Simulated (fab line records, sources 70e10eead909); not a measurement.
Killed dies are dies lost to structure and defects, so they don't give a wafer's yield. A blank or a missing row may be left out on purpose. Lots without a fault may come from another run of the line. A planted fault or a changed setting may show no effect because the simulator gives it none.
Chamber matching | flow nand_harc | NHARC_THIN_TSV_ETCHBACK_48 on rie_diel-12: 4 sister chambers
The step etches the open film in C4F8/Ar, target depth 1028.5 nm, time 405.17 s. 14 wafers are shown with their chamber, then 7 later ones without.

WAFERS WITH THEIR CHAMBER
wafer  | chamber | rf_vpp_V (V) | oes_product_au (a.u.)
L824.2 | 2       | 552          | 0.93
L824.5 | 1       | 550          | 0.93
L824.6 | 2       | 551          | 0.93
L828.4 | 3       | 553          | 0.92
L828.5 | 3       | 554          | 0.92
L828.6 | 0       | 542          | 0.91
L830.3 | 2       | 553          | 1.00
L830.4 | 0       | 542          | 1.00
L830.5 | 2       | 552          | 0.99
L833.2 | 0       | 542          | 1.00
L833.3 | 2       | 553          | 1.00
L833.5 | 3       | 552          | 1.01
L836.1 | 3       | 551          | 0.99
L836.2 | 2       | 551          | 0.99

SIGNATURES (means of the wafers above)
reading        | chamber 0 | chamber 1 | chamber 2 | chamber 3 | scatter within a chamber
rf_vpp_V       | 542.00    | 550.00    | 552.00    | 552.50    | 0.949
oes_product_au | 0.9700    | 0.9300    | 0.9733    | 0.9600    | 0.0421
Rule: a wafer's distance from a chamber is the root of the sum, over the readings, of the square of ((its reading less the chamber's mean) divided by the reading's scatter). The wafer belongs to the nearest chamber; if the next one is less than 2 further off, it can't be placed. The scatter: the root of (the sum of the squares of (reading less its chamber's mean) over the shown wafers, divided by (wafers less chambers)).

WAFERS WITHOUT THEIR CHAMBER
wafer  | rf_vpp_V (V) | oes_product_au (a.u.)
L836.6 | 553          | 0.99
L843.1 | 541          | 1.00
L843.3 | 552          | 0.98
L843.4 | 553          | 0.99
L845.3 | 552          | 1.00
L845.4 | 541          | 1.00
L845.5 | 541          | 1.00

WHICH CHAMBER EACH WENT THROUGH
wafer  | from the rows above     | in truth
L836.6 | can't be placed: 3 or 2 | 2
L843.1 | 0                       | 0
L843.3 | can't be placed: 2 or 3 | 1
L843.4 | can't be placed: 3 or 2 | 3
L845.3 | can't be placed: 2 or 3 | 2
L845.4 | 0                       | 0
L845.5 | 0                       | 0
Placed correctly: 3 of 7. Can't be placed from these rows: 4 (the true chamber is among the candidates in 3). Placed wrongly: 0.
